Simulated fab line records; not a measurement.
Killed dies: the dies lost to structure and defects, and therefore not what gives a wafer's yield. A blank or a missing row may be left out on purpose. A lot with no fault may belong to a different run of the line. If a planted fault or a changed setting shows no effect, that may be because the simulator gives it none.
Which tool was responsible? / flow nand-harc / Sampling: 12 lots, 36 wafers, 5 of 1302 route steps

== WHAT EACH GAUGE READ, for each wafer ==
NHARC_END_SORT_01. Usual: killed-at-array 50, standard deviation 16; killed-at-other 0.8, standard deviation 1; killed-at-periphery 4, standard deviation 3.1; killed-dies 54, standard deviation 16; killed-open 3.2, standard deviation 2; killed-short 2.5, standard deviation 1.6.
lot=L899; measured=day 25 12:25; on=prober-02; killed-at-array=54 62 56; killed-at-other=2 0 3; killed-at-periphery=1 3 1; killed-dies=57 65 60; killed-open=1 4 2; killed-short=1 2 2; flag=
lot=L912; measured=day 30 21:37; on=prober-01; killed-at-array=68 64 55; killed-at-other=0 0 0; killed-at-periphery=2 5 6; killed-dies=70 69 61; killed-open=1 7 5; killed-short=2 2 0; flag=

== TOOL THAT RAN EACH LOT (tool first, then ch and the chambers of the sampled wafers, then the start) ==
lot=L896; NHARC_P_ZERO_WELL_ETCH_62=rie-diel-07 ch 0,3, day 2 03:31 or earlier; NHARC_P_ZERO_WELL_RTA_42=rtp-anneal-01 ch 0, day 2 03:31; NHARC_P_GATE_OXIDE_02=furnace-02 ch 0, day 4 04:44; NHARC_P_GATE_ETCH_32=rie-si-04 ch 0,3, day 5 00:14
lot=L897; NHARC_P_ZERO_WELL_ETCH_62=rie-diel-07 ch 1,2,3, day 2 12:55 or earlier; NHARC_P_ZERO_WELL_RTA_42=rtp-anneal-01 ch 0, day 2 12:55; NHARC_P_GATE_OXIDE_02=furnace-08 ch 0, day 4 14:23; NHARC_P_GATE_ETCH_32=rie-si-04 ch 1,2,3, day 5 10:20
lot=L899; NHARC_P_ZERO_WELL_ETCH_62=rie-diel-07 ch 0,2,3, day 3 08:55 or earlier; NHARC_P_ZERO_WELL_RTA_42=rtp-anneal-01 ch 0, day 3 08:55; NHARC_P_GATE_OXIDE_02=furnace-05 ch 0, day 5 07:26; NHARC_P_GATE_ETCH_32=rie-si-03 ch 0,1,2, day 6 02:50
lot=L900; NHARC_P_ZERO_WELL_ETCH_62=rie-diel-07 ch 0,2, day 3 18:48 or earlier; NHARC_P_ZERO_WELL_RTA_42=rtp-anneal-01 ch 0, day 3 18:48; NHARC_P_GATE_OXIDE_02=furnace-02 ch 0, day 6 00:55; NHARC_P_GATE_ETCH_32=rie-si-04 ch 1,2, day 6 21:38
lot=L901; NHARC_P_ZERO_WELL_ETCH_62=rie-diel-13 ch 0,1,3, day 4 04:53 or earlier; NHARC_P_ZERO_WELL_RTA_42=rtp-anneal-02 ch 0, day 4 04:53; NHARC_P_GATE_OXIDE_02=furnace-02 ch 0, day 6 07:56; NHARC_P_GATE_ETCH_32=rie-si-01 ch 0,1,3, day 7 05:38
lot=L902; NHARC_P_ZERO_WELL_ETCH_62=rie-diel-03 ch 0,1,2, day 4 22:04 or earlier; NHARC_P_ZERO_WELL_RTA_42=rtp-anneal-01 ch 0, day 4 22:04; NHARC_P_GATE_OXIDE_02=furnace-02 ch 0, day 6 23:07 and furnace-05 ch 0, day 7 03:41; NHARC_P_GATE_ETCH_32=rie-si-01 ch 1,2,3, day 8 00:42
lot=L910; NHARC_P_ZERO_WELL_ETCH_62=rie-diel-03 ch 0,3, day 7 22:49 or earlier; NHARC_P_ZERO_WELL_RTA_42=rtp-anneal-02 ch 0, day 7 22:49; NHARC_P_GATE_OXIDE_02=furnace-08 ch 0, day 10 03:15; NHARC_P_GATE_ETCH_32=rie-si-03 ch 0,1,3, day 11 01:03
lot=L911; NHARC_P_ZERO_WELL_ETCH_62=rie-diel-03 ch 1,2,3, day 8 10:08 or earlier; NHARC_P_ZERO_WELL_RTA_42=rtp-anneal-01 ch 0, day 8 10:08; NHARC_P_GATE_OXIDE_02=furnace-08 ch 0, day 10 09:07; NHARC_P_GATE_ETCH_32=rie-si-04 ch 0,1,2, day 11 09:03
lot=L912; NHARC_P_ZERO_WELL_ETCH_62=rie-diel-13 ch 0,2,3, day 8 18:53 or earlier; NHARC_P_ZERO_WELL_RTA_42=rtp-anneal-02 ch 0, day 8 18:53; NHARC_P_GATE_OXIDE_02=furnace-08 ch 0, day 10 18:37; NHARC_P_GATE_ETCH_32=rie-si-01 ch 0,1,2, day 11 20:26
lot=L916; NHARC_P_ZERO_WELL_ETCH_62=rie-diel-13 ch 1,2, day 10 10:52 or earlier; NHARC_P_ZERO_WELL_RTA_42=rtp-anneal-02 ch 0, day 10 10:52; NHARC_P_GATE_OXIDE_02=furnace-05 ch 0, day 12 14:05; NHARC_P_GATE_ETCH_32=rie-si-04 ch 1,2,3, day 13 11:33
lot=L917; NHARC_P_ZERO_WELL_ETCH_62=rie-diel-13 ch 1,2, day 10 21:13 or earlier; NHARC_P_ZERO_WELL_RTA_42=rtp-anneal-01 ch 0, day 10 21:13; NHARC_P_GATE_OXIDE_02=furnace-05 ch 0, day 12 18:57; NHARC_P_GATE_ETCH_32=rie-si-01 ch 0,2,3, day 13 14:58
lot=L919; NHARC_P_ZERO_WELL_ETCH_62=rie-diel-13 ch 0,2,3, day 11 16:51 or earlier; NHARC_P_ZERO_WELL_RTA_42=rtp-anneal-02 ch 0, day 11 16:51; NHARC_P_GATE_OXIDE_02=furnace-02 ch 0, day 13 15:20; NHARC_P_GATE_ETCH_32=rie-si-04 ch 0,1,3, day 14 11:40
- NHARC_P_ZERO_WELL_ETCH_62: etches the open film in CHF3/Ar, target depth 13 nm, time 6.5 s.
- NHARC_P_ZERO_WELL_RTA_42: time 300 s.
- NHARC_P_GATE_OXIDE_02: material SiO2, target thk 37.5 nm, ox time 365 s.
- NHARC_P_GATE_ETCH_32: etches the open film in HBr/Cl2, target depth 150 nm, time 100.1 s.

== WHAT THE TOOLS THEMSELVES READ (means of the sampled wafers that have a number; where no wafer has one, the mark that the record gives instead) ==
NHARC_P_ZERO_WELL_ETCH_62. Usual: drypump-motor-current-A 5.9 A, standard deviation 0.42; oes-product-au 0.958 a.u., standard deviation 0.016; rf-vpp-V 370.8 V, standard deviation 2.2; showerhead-plenum-p-Torr 2.35 Torr, standard deviation 0.088; throttle-valve-pct 20.215 %, standard deviation 0.0085.
lot=L896; tool=rie-diel-07; drypump-motor-current-A (A)=5.7; oes-product-au (a.u.)=0.961; rf-vpp-V (V)=369.7; showerhead-plenum-p-Torr (Torr)=2.29; throttle-valve-pct (%)=20.224; flag=
lot=L897; tool=rie-diel-07; drypump-motor-current-A (A)=6.0; oes-product-au (a.u.)=0.966; rf-vpp-V (V)=370.8; showerhead-plenum-p-Torr (Torr)=2.34; throttle-valve-pct (%)=20.207; flag=
lot=L899; tool=rie-diel-07; drypump-motor-current-A (A)=5.8; oes-product-au (a.u.)=0.947; rf-vpp-V (V)=370.5; showerhead-plenum-p-Torr (Torr)=2.28; throttle-valve-pct (%)=20.211; flag=
lot=L900; tool=rie-diel-07; drypump-motor-current-A (A)=5.8; oes-product-au (a.u.)=0.957; rf-vpp-V (V)=369.7; showerhead-plenum-p-Torr (Torr)=2.31; throttle-valve-pct (%)=20.210; flag=
lot=L901; tool=rie-diel-13; drypump-motor-current-A (A)=5.7; oes-product-au (a.u.)=0.926; rf-vpp-V (V)=373.3; showerhead-plenum-p-Torr (Torr)=2.46; throttle-valve-pct (%)=20.215; flag=
lot=L902; tool=rie-diel-03; drypump-motor-current-A (A)=5.9; oes-product-au (a.u.)=0.953; rf-vpp-V (V)=370.4; showerhead-plenum-p-Torr (Torr)=2.32; throttle-valve-pct (%)=20.217; flag=
lot=L910; tool=rie-diel-03; drypump-motor-current-A (A)=6.1; oes-product-au (a.u.)=0.973; rf-vpp-V (V)=369.9; showerhead-plenum-p-Torr (Torr)=2.33; throttle-valve-pct (%)=20.221; flag=
lot=L911; tool=rie-diel-03; drypump-motor-current-A (A)=5.8; oes-product-au (a.u.)=0.944; rf-vpp-V (V)=371.8; showerhead-plenum-p-Torr (Torr)=2.36; throttle-valve-pct (%)=20.208; flag=
lot=L912; tool=rie-diel-13; drypump-motor-current-A (A)=5.8; oes-product-au (a.u.)=0.964; rf-vpp-V (V)=371.6; showerhead-plenum-p-Torr (Torr)=2.39; throttle-valve-pct (%)=20.214; flag=
lot=L916; tool=rie-diel-13; drypump-motor-current-A (A)=5.5; oes-product-au (a.u.)=0.958; rf-vpp-V (V)=372.6; showerhead-plenum-p-Torr (Torr)=2.45; throttle-valve-pct (%)=20.211; flag=
lot=L917; tool=rie-diel-13; drypump-motor-current-A (A)=5.6; oes-product-au (a.u.)=0.940; rf-vpp-V (V)=370.9; showerhead-plenum-p-Torr (Torr)=2.39; throttle-valve-pct (%)=20.219; flag=
lot=L919; tool=rie-diel-13; drypump-motor-current-A (A)=5.8; oes-product-au (a.u.)=0.968; rf-vpp-V (V)=371.8; showerhead-plenum-p-Torr (Torr)=2.38; throttle-valve-pct (%)=20.218; flag=

NHARC_P_ZERO_WELL_RTA_42. Usual: lamp-power-pct 37.76 %, standard deviation 0.3; wafer_temp_C_max 1105.3, standard deviation 2.1.
lot=L896; tool=rtp-anneal-01; lamp-power-pct (%)=38.10; wafer_temp_C_max=1104.7; flag=
lot=L897; tool=rtp-anneal-01; lamp-power-pct (%)=38.08; wafer_temp_C_max=1103.3; flag=
lot=L899; tool=rtp-anneal-01; lamp-power-pct (%)=38.07; wafer_temp_C_max=1103.7; flag=
lot=L900; tool=rtp-anneal-01; lamp-power-pct (%)=38.01; wafer_temp_C_max=1103.1; flag=
lot=L901; tool=rtp-anneal-02; lamp-power-pct (%)=37.51; wafer_temp_C_max=1106.3; flag=
lot=L902; tool=rtp-anneal-01; lamp-power-pct (%)=38.00; wafer_temp_C_max=1103.6; flag=
lot=L910; tool=rtp-anneal-02; lamp-power-pct (%)=37.39; wafer_temp_C_max=1107.3; flag=
lot=L911; tool=rtp-anneal-01; lamp-power-pct (%)=37.92; wafer_temp_C_max=1103.3; flag=
lot=L912; tool=rtp-anneal-02; lamp-power-pct (%)=37.38; wafer_temp_C_max=1106.5; flag=
lot=L916; tool=rtp-anneal-02; lamp-power-pct (%)=37.48; wafer_temp_C_max=1107.6; flag=
lot=L917; tool=rtp-anneal-01; lamp-power-pct (%)=37.99; wafer_temp_C_max=1104.7; flag=
lot=L919; tool=rtp-anneal-02; lamp-power-pct (%)=37.44; wafer_temp_C_max=1105.7; flag=

NHARC_P_GATE_OXIDE_02. Usual: spike-tc-upper-C 949.3 C, standard deviation 1.2; zone-power-lower-pct 19.6 %, standard deviation 0.58.
lot=L896; tool=furnace-02; spike-tc-upper-C (C)=949.1; zone-power-lower-pct (%)=20.1; flag=
lot=L897; tool=furnace-08; spike-tc-upper-C (C)=948.7; zone-power-lower-pct (%)=19.1; flag=
lot=L899; tool=furnace-05; spike-tc-upper-C (C)=950.8; zone-power-lower-pct (%)=20.3; flag=
lot=L900; tool=furnace-02; spike-tc-upper-C (C)=949.5; zone-power-lower-pct (%)=19.9; flag=
lot=L901; tool=furnace-02; spike-tc-upper-C (C)=949.1; zone-power-lower-pct (%)=19.7; flag=
lot=L902; tool=furnace-02/furnace-05; spike-tc-upper-C (C)=949.5; zone-power-lower-pct (%)=20.1; flag=
lot=L910; tool=furnace-08; spike-tc-upper-C (C)=948.9; zone-power-lower-pct (%)=18.8; flag=
lot=L911; tool=furnace-08; spike-tc-upper-C (C)=949.0; zone-power-lower-pct (%)=19.0; flag=
lot=L912; tool=furnace-08; spike-tc-upper-C (C)=949.2; zone-power-lower-pct (%)=19.0; flag=
lot=L916; tool=furnace-05; spike-tc-upper-C (C)=950.4; zone-power-lower-pct (%)=20.5; flag=
lot=L917; tool=furnace-05; spike-tc-upper-C (C)=950.3; zone-power-lower-pct (%)=20.2; flag=
lot=L919; tool=furnace-02; spike-tc-upper-C (C)=948.1; zone-power-lower-pct (%)=19.8; flag=

NHARC_P_GATE_ETCH_32. Usual: drypump-motor-current-A 5.8 A, standard deviation 0.34; oes-product-au 1.002 a.u., standard deviation 0.0088; throttle-valve-pct 26.406 %, standard deviation 0.0091.
lot=L896; tool=rie-si-04; drypump-motor-current-A (A)=6.0; oes-product-au (a.u.)=1.019; throttle-valve-pct (%)=26.401; flag=
lot=L897; tool=rie-si-04; drypump-motor-current-A (A)=5.9; oes-product-au (a.u.)=1.000; throttle-valve-pct (%)=26.407; flag=
lot=L899; tool=rie-si-03; drypump-motor-current-A (A)=5.7; oes-product-au (a.u.)=1.000; throttle-valve-pct (%)=26.405; flag=
lot=L900; tool=rie-si-04; drypump-motor-current-A (A)=5.9; oes-product-au (a.u.)=1.006; throttle-valve-pct (%)=26.397; flag=
lot=L901; tool=rie-si-01; drypump-motor-current-A (A)=5.6; oes-product-au (a.u.)=0.995; throttle-valve-pct (%)=26.409; flag=
lot=L902; tool=rie-si-01; drypump-motor-current-A (A)=5.9; oes-product-au (a.u.)=1.007; throttle-valve-pct (%)=26.409; flag=
lot=L910; tool=rie-si-03; drypump-motor-current-A (A)=5.9; oes-product-au (a.u.)=1.000; throttle-valve-pct (%)=26.397; flag=
lot=L911; tool=rie-si-04; drypump-motor-current-A (A)=6.0; oes-product-au (a.u.)=1.001; throttle-valve-pct (%)=26.407; flag=
lot=L912; tool=rie-si-01; drypump-motor-current-A (A)=5.9; oes-product-au (a.u.)=0.999; throttle-valve-pct (%)=26.403; flag=
lot=L916; tool=rie-si-04; drypump-motor-current-A (A)=6.0; oes-product-au (a.u.)=0.998; throttle-valve-pct (%)=26.405; flag=
lot=L917; tool=rie-si-01; drypump-motor-current-A (A)=5.6; oes-product-au (a.u.)=1.002; throttle-valve-pct (%)=26.414; flag=
lot=L919; tool=rie-si-04; drypump-motor-current-A (A)=6.0; oes-product-au (a.u.)=1.002; throttle-valve-pct (%)=26.405; flag=

== THE ANSWER, worked out from the rows above alone ==
Rule: a lot is off if the mean of its wafers that have a number lies more than 3 standard deviations from the usual mean. Also off: a lot with no number at a reading for which 4 or more lots have one. All remaining lots with rows at the step are treated as sound. After the gauges, taken in route order, come the tools' own readings; for these a lot's mean is taken, as printed above. The first step at which some lot is off is used, and at that step the reading that is off furthest; a lot without a number counts as furthest.
No lot is off at any reading shown: from this, nothing can be told.

== WHAT HAD BEEN PUT IN BY THE SIMULATOR ==
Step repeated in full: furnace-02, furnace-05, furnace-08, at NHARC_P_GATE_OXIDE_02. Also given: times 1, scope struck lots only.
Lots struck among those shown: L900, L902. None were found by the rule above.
